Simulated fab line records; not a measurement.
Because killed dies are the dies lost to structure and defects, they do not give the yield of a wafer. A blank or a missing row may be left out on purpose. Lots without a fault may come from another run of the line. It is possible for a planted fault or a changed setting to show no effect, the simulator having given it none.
Chamber matching | flow n5Finfet | N5_FIN_CUT_ETCH_30 on rieDiel-02 has 4 sister chambers
The step etches underlayer in N2/H2, target depth 13 nm, time 10.4 s. 20 wafers are shown with their chamber, then 10 later ones without.

== EACH WAFER AND ITS CHAMBER ==
wafer  | chamber | showerheadPlenumPTorr (Torr) | throttleValvePct (%) | oesProductAu (a.u.)
L076.2 | 1       | 2.42                         | 17.44                | 0.63
L076.3 | 2       | 2.36                         | 18.00                | 0.71
L076.5 | 2       | 2.36                         | 18.00                | 0.71
L084.2 | 3       | 2.69                         | 17.58                | 0.78
L084.5 | 1       | 2.42                         | 17.47                | 0.62
L084.6 | 0       | 2.56                         | 18.20                | 0.65
L087.4 | 0       | 2.56                         | 18.21                | 0.65
L087.5 | 1       | 2.42                         | 17.48                | 0.62
L087.6 | 3       | 2.68                         | 17.60                | 0.78
L088.3 | 2       | 2.35                         | 18.04                | 0.68
L088.5 | 2       | 2.35                         | 18.04                | 0.68
L088.6 | 1       | 2.41                         | 17.48                | 0.62
L090.1 | 3       | 2.68                         | 17.64                | 0.75
L090.4 | 0       | 2.56                         | 18.24                | 0.64
L090.6 | 3       | 2.68                         | 17.61                | 0.77
L091.2 | 0       | 2.56                         | 18.21                | 0.64
L091.3 | 3       | 2.68                         | 17.62                | 0.76
L091.5 | 2       | 2.35                         | 18.05                | 0.68
L092.4 | 1       | 2.41                         | 17.48                | 0.62
L092.5 | 1       | 2.41                         | 17.48                | 0.61

SIGNATURES (averages over the wafers above)
reading               | chamber 0 | chamber 1 | chamber 2 | chamber 3 | scatter within a chamber
showerheadPlenumPTorr | 2.5600    | 2.4150    | 2.3540    | 2.6820    | 0.00468
throttleValvePct      | 18.2150   | 17.4717   | 18.0260   | 17.6100   | 0.0202
oesProductAu          | 0.6450    | 0.6200    | 0.6920    | 0.7680    | 0.0113
Rule: distance of a wafer from a chamber = root of the sum over the readings of ((wafer's reading minus chamber's mean) / reading's scatter) squared. If the next closest chamber is less than 2 further off than the closest, the wafer can't be placed; otherwise it belongs to the closest. The scatter: the root of (the sum of the squares of (reading less its chamber's mean) over the shown wafers, divided by (wafers less chambers)).

== WAFERS WHOSE CHAMBER IS MISSING ==
wafer  | showerheadPlenumPTorr (Torr) | throttleValvePct (%) | oesProductAu (a.u.)
L092.6 | 2.34                         | 18.06                | 0.68
L096.1 | 2.56                         | 18.25                | 0.63
L096.2 | 2.68                         | 17.64                | 0.75
L096.3 | 2.34                         | 18.07                | 0.67
L096.4 | 2.41                         | 17.49                | 0.61
L096.5 | 2.55                         | 18.24                | 0.63
L096.6 | 2.68                         | 17.63                | 0.75
L097.3 | 2.55                         | 18.25                | 0.63
L097.4 | 2.68                         | 17.65                | 0.74
L097.6 | 2.68                         | 17.65                | 0.74

== THE CHAMBER EACH PASSED THROUGH ==
wafer  | from the rows above | in truth
L092.6 | 2                   | 2
L096.1 | 0                   | 0
L096.2 | 3                   | 3
L096.3 | 2                   | 2
L096.4 | 1                   | 1
L096.5 | 0                   | 0
L096.6 | 3                   | 3
L097.3 | 0                   | 0
L097.4 | 3                   | 3
L097.6 | 3                   | 3
Placed correctly: 10 of 10. Not placeable from these rows: 0. Placed wrongly: 0.
